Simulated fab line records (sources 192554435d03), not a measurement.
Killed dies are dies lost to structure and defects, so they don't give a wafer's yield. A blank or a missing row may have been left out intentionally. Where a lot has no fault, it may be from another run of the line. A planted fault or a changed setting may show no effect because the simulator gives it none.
fab line records	flow n5_finfet	part 2 of 2: steps 23 to 31 of 31
record: lots: 5	wafers: 15	last_day: 18
route steps=1938 shown BEOL_M13@1678
lots that met no fault: from a run of the same line without faults
start_h: hours from the record's first day to the start of the lot's first wafer shown	wait_h: hours since the lot's step before	" unchanged from the row above	L1.1+2: one row covering several wafers at once	- value missing, or start not given	* or withheld: withheld	< > ~ a bound
route shown NAME@n: a module of which the file shows steps, and the number in the route of the first	usual: mean/standard deviation taken from wafers without a fault	same: alike in all rows	chamber/n: place in a boat	sites: each site's reading	_std_site: standard deviation across them	_edge_site: mean of outer sites minus mean of inner sites	radius_mm: how far each site lies from the wafer's centre	mask NAME#n: copy n	behind: the most recent tool/chamber to have shaped the wafer	hold: what put the lot on hold/how long, in hours/how the hold closed	device: whichever transistor did not switch (one of n, p or np)	end of line: at the end of the route, the tests of the same wafers	a step given without rows: its recipe and nothing more	killed: dies lost to structure and defects at the first sort, not the wafer's yield	map: a wafer's dies, x killed, . not, _ none there
set.NAME: the setting the step ran with; set.NAME@STEP: the setting that earlier step ran with	model.NAME: the simulator's own value behind a step, which no gauge read
a table for each step, a row for each wafer; lots at some steps of the route
services: the hour from which a tool's chamber was out of use, counted from the record's first day as start_h (under 0 if before that day), plus the number of hours and why
== steps ==
step: N5_BEOL_M13_ETCH_38
recipe: chemistry: CF4/N2	target: SiCN	target_depth_a: 675	taper_deg: 2	time_s: 71.9	ion_energy_ev: 150	mask_material: SiO2	pressure_mtorr: 40	source_w: 430	bias_w: 70	Ar_flow_sccm: 100	cf4_flow_sccm: 60	n2_flow_sccm: 60
usual: bias_w: 69.96/0.2	drypump_motor_current_A: 5.9/0.32	oes_product_au: 0.82/0.092	rf_vpp_V: 382.4/1.2	showerhead_plenum_p_Torr: 2.21/0.043	throttle_valve_pct: 15.38/0.26
lot.wafer	tool	chamber	start_h	wait_h	bias_w	drypump_motor_current_A	oes_product_au	rf_hours_counter_h	rf_vpp_V	showerhead_plenum_p_Torr	throttle_valve_pct
L078.1	rie_diel-05	1	270.06	-	69.86	5.9	0.85	62	381.3	2.24	15.12
L078.2	"	3	"	"	69.80	6.0	0.68	247	384.2	2.26	15.53
L078.3	"	0	"	"	69.64	6.1	0.85	69	382.0	2.24	15.55
L087.1	rie_diel-01	2	338.16	-	69.72	5.5	0.96	8	383.0	2.26	15.33
L087.4	"	0	"	"	69.90	6.3	0.89	37	382.5	2.24	15.01
L087.6	"	2	"	"	69.55	5.5	0.97	-	385.0	2.26	15.36
L093.1	rie_diel-05	3	367.94	-	69.73	6.0	0.90	19	382.4	2.25	15.08
L093.2	"	1	"	"	70.10	5.9	0.81	91	382.2	2.23	15.18
L093.4	"	2	"	"	70.08	5.5	0.77	118	381.3	2.21	15.40
L096.3	rie_diel-02	3	388.25	-	69.68	5.6	0.69	208	381.5	2.19	15.35
L096.5	"	1	"	"	69.94	6.4	0.69	-	381.0	2.18	15.80
L096.6	"	0	"	"	69.93	5.4	0.75	-	382.4	2.21	15.52
L095.1	rie_diel-01	2	388.86	-	69.80	5.5	0.93	25	383.2	2.25	15.37
L095.3	"	3	"	"	70.24	5.8	0.73	179	378.9	2.11	15.78
L095.5	"	1	"	"	70.15	5.9	0.88	-	381.3	2.16	15.20
step: N5_BEOL_M13_PRECLEAN_39
recipe: chemistry: residue_remover	time_s: 60	temp_c: 40
lot.wafer	tool	chamber	start_h	wait_h
L078.1+2+3	wet_bench-01	0,4,6	270.18	0.1
L087.1+4+6	wet_bench-01	5,7,6	338.29	0.1
L093.1+2+4	wet_bench-02	3,0,2	368.07	0.1
L096.3+5+6	wet_bench-02	5,4,7	388.38	0.1
L095.1+3+5	wet_bench-01	1,4,0	388.99	0.1
step: N5_BEOL_M13_SRD_40
recipe: time_s: 30	temp_c: 23	rinse_liquid: diw	dry: n2_spin	spin_rpm: 1500	dry_time_s: 30
lot.wafer	tool	chamber	start_h	wait_h
L078.1+2+3	wet_bench-01	0,4,6	270.20	0.0
L087.1+4+6	wet_bench-01	5,7,6	338.31	0.0
L093.1+2+4	wet_bench-02	3,0,2	368.09	0.0
L096.3+5+6	wet_bench-02	5,4,7	388.40	0.0
L095.1+3+5	wet_bench-01	1,4,0	389.01	0.0
step: N5_BEOL_M13_DEGAS_41
recipe: ambient: vacuum	temp_c: 250	time_s: 60
usual: heater_power_w: 338/36
lot.wafer	tool	chamber	start_h	wait_h	heater_power_w
L078.1	pvd_sputter-03	-	270.46	0.2	341
L078.2	"	-	"	"	286
L078.3	"	-	"	"	320
L087.1	pvd_sputter-02	-	338.54	0.2	344
L087.4	"	-	"	"	386
L087.6	"	-	"	"	413
L093.1	pvd_sputter-03	-	368.46	0.4	344
L093.2	"	-	"	"	328
L093.4	"	-	"	"	315
L096.3	pvd_sputter-03	-	388.50	0.1	320
L096.5	"	-	"	"	350
L096.6	"	-	"	"	309
L095.1	pvd_sputter-03	-	389.12	0.1	341
L095.3	"	-	"	"	318
L095.5	"	-	"	"	282
step: N5_BEOL_M13_PRE_CLEAN_42
recipe: gas: H2/He	time_s: 30	temp_c: 250
usual: heater_power_w: 338/36
lot.wafer	tool	chamber	start_h	wait_h	heater_power_w
L078.1	pvd_sputter-03	-	270.50	0.0	347
L078.2	"	-	"	"	276
L078.3	"	-	"	"	333
L087.1	pvd_sputter-02	-	338.58	0.0	347
L087.4	"	-	"	"	393
L087.6	"	-	"	"	403
L093.1	pvd_sputter-03	-	368.50	0.0	342
L093.2	"	-	"	"	324
L093.4	"	-	"	"	313
L096.3	pvd_sputter-03	-	388.54	0.0	323
L096.5	"	-	"	"	339
L096.6	"	-	"	"	314
L095.1	pvd_sputter-03	-	389.16	0.0	343
L095.3	"	-	"	"	323
L095.5	"	-	"	"	277
step: N5_BEOL_M13_SPUTTER_43
recipe: material: TaN	target_thk_a: 150	temp_c: 50	bias_v: 168.6	power_w: 15000	chamber_pressure_pa: 0.12	time_s: 24.19
usual: bias_v: 168.4/1.7	throttle_valve_pct: 30.2/1.2
lot.wafer	tool	chamber	start_h	wait_h	bias_v	throttle_valve_pct
L078.1	pvd_sputter-03	-	270.54	0.0	165.6	28.9
L078.2	"	-	"	"	169.3	31.2
L078.3	"	-	"	"	166.9	29.8
L087.1	pvd_sputter-02	-	338.62	0.0	171.0	27.9
L087.4	"	-	"	"	170.9	30.5
L087.6	"	-	"	"	167.1	33.0
L093.1	pvd_sputter-03	-	368.54	0.0	170.7	28.8
L093.2	"	-	"	"	171.4	30.3
L093.4	"	-	"	"	169.5	30.1
L096.3	pvd_sputter-03	-	388.58	0.0	167.0	30.4
L096.5	"	-	"	"	169.3	29.2
L096.6	"	-	"	"	167.2	30.5
L095.1	pvd_sputter-03	-	389.20	0.0	166.8	29.0
L095.3	"	-	"	"	168.4	30.0
L095.5	"	-	"	"	168.3	31.0
step: N5_BEOL_M13_SPUTTER_44
recipe: material: Ta	target_thk_a: 100	temp_c: 50	bias_v: 80	power_w: 15000	chamber_pressure_pa: 0.07	time_s: 16.13
usual: bias_v: 79.9/0.78	throttle_valve_pct: 30.2/1.3
lot.wafer	tool	chamber	start_h	wait_h	bias_v	throttle_valve_pct
L078.1	pvd_sputter-03	-	270.62	0.0	78.9	28.9
L078.2	"	-	"	"	80.5	31.0
L078.3	"	-	"	"	79.9	30.0
L087.1	pvd_sputter-02	-	338.70	0.0	81.1	28.1
L087.4	"	-	"	"	78.4	30.5
L087.6	"	-	"	"	80.7	32.8
L093.1	pvd_sputter-03	-	368.62	0.0	79.7	29.2
L093.2	"	-	"	"	78.7	30.3
L093.4	"	-	"	"	81.2	30.4
L096.3	pvd_sputter-03	-	388.66	0.0	79.4	30.1
L096.5	"	-	"	"	79.4	28.8
L096.6	"	-	"	"	80.0	30.3
L095.1	pvd_sputter-03	-	389.28	0.0	80.7	29.2
L095.3	"	-	"	"	77.9	30.0
L095.5	"	-	"	"	80.3	30.8
step: N5_BEOL_M13_SPUTTER_45
recipe: material: Cu	target_thk_a: 800	temp_c: -20	bias_v: 60	power_w: 26000	chamber_pressure_pa: 0.13	time_s: 13.33
usual: bias_v: 60.0/0.51	chuck_sensor_temp_C: -15.8/0.53	throttle_valve_pct: 30.3/1.3
lot.wafer	tool	chamber	start_h	wait_h	bias_v	chuck_sensor_temp_C	throttle_valve_pct
L078.1	pvd_sputter-03	-	270.70	0.0	61.0	-15.8	29.0
L078.2	"	-	"	"	59.5	-14.6	30.7
L078.3	"	-	"	"	60.5	-16.3	29.8
L087.1	pvd_sputter-02	-	338.78	0.0	60.1	-16.2	28.2
L087.4	"	-	"	"	59.9	-15.6	30.5
L087.6	"	-	"	"	60.4	-15.9	33.1
L093.1	pvd_sputter-03	-	368.70	0.0	60.0	-15.6	28.9
L093.2	"	-	"	"	59.8	-16.4	30.0
L093.4	"	-	"	"	59.9	-15.4	30.5
L096.3	pvd_sputter-03	-	388.74	0.0	59.2	-16.1	29.8
L096.5	"	-	"	"	59.9	-15.7	28.7
L096.6	"	-	"	"	59.6	-15.3	30.4
L095.1	pvd_sputter-03	-	389.36	0.0	59.9	-15.9	28.8
L095.3	"	-	"	"	60.0	-16.6	30.1
L095.5	"	-	"	"	60.3	-14.8	31.0
step: N5_BEOL_M13_ECD_47
recipe: material: Cu	target_thk_a: 9360
lot.wafer	tool	chamber	start_h	wait_h
L078.1+2+3	ecd_cu-01	0,1,1	270.82	0.1
L087.1+4+6	ecd_cu-01	1,0,1	338.90	0.1
L093.1+2+4	ecd_cu-02	0,1,1	368.82	0.1
L096.3+5+6	ecd_cu-01	1,1,0	388.90	0.1
L095.1+3+5	ecd_cu-01	1,0,1	389.48	0.1
== services ==
tool	chamber	start_h	hours	kind
ecd_cu-02	-	247.89	1.5	repair
krf_scanner-02	-	273.65	1.0	pm
rie_diel-02	-	275.29	0.6	repair
ecd_cu-02	-	298.86	2.1	repair
rie_diel-02	-	303.01	0.5	repair
krf_scanner-02	-	304.87	2.9	repair
krf_scanner-02	-	308.92	1.3	pm
krf_scanner-01	-	310.22	3.6	pm
rie_diel-01	0	311.36	5.4	repair
krf_scanner-01	-	330.31	0.8	pm
krf_scanner-02	-	332.42	0.4	repair
pvd_sputter-02	-	335.43	2.0	repair
rie_diel-01	-	338.55	0.3	repair
rie_diel-02	2	361.69	4.1	repair
krf_scanner-01	-	362.98	1.0	pm
wet_bench-01	-	370.96	3.0	repair
krf_scanner-02	-	374.04	3.6	pm
rie_diel-05	-	374.94	0.4	repair
wet_bench-01	-	375.46	1.9	repair
rie_diel-02	3	376.49	1.6	repair
rie_diel-01	1	377.45	5.0	repair
rie_diel-01	3	382.03	6.1	repair
rie_diel-05	-	385.19	14.6	pm
plasma_asher-02	-	385.48	3.1	repair
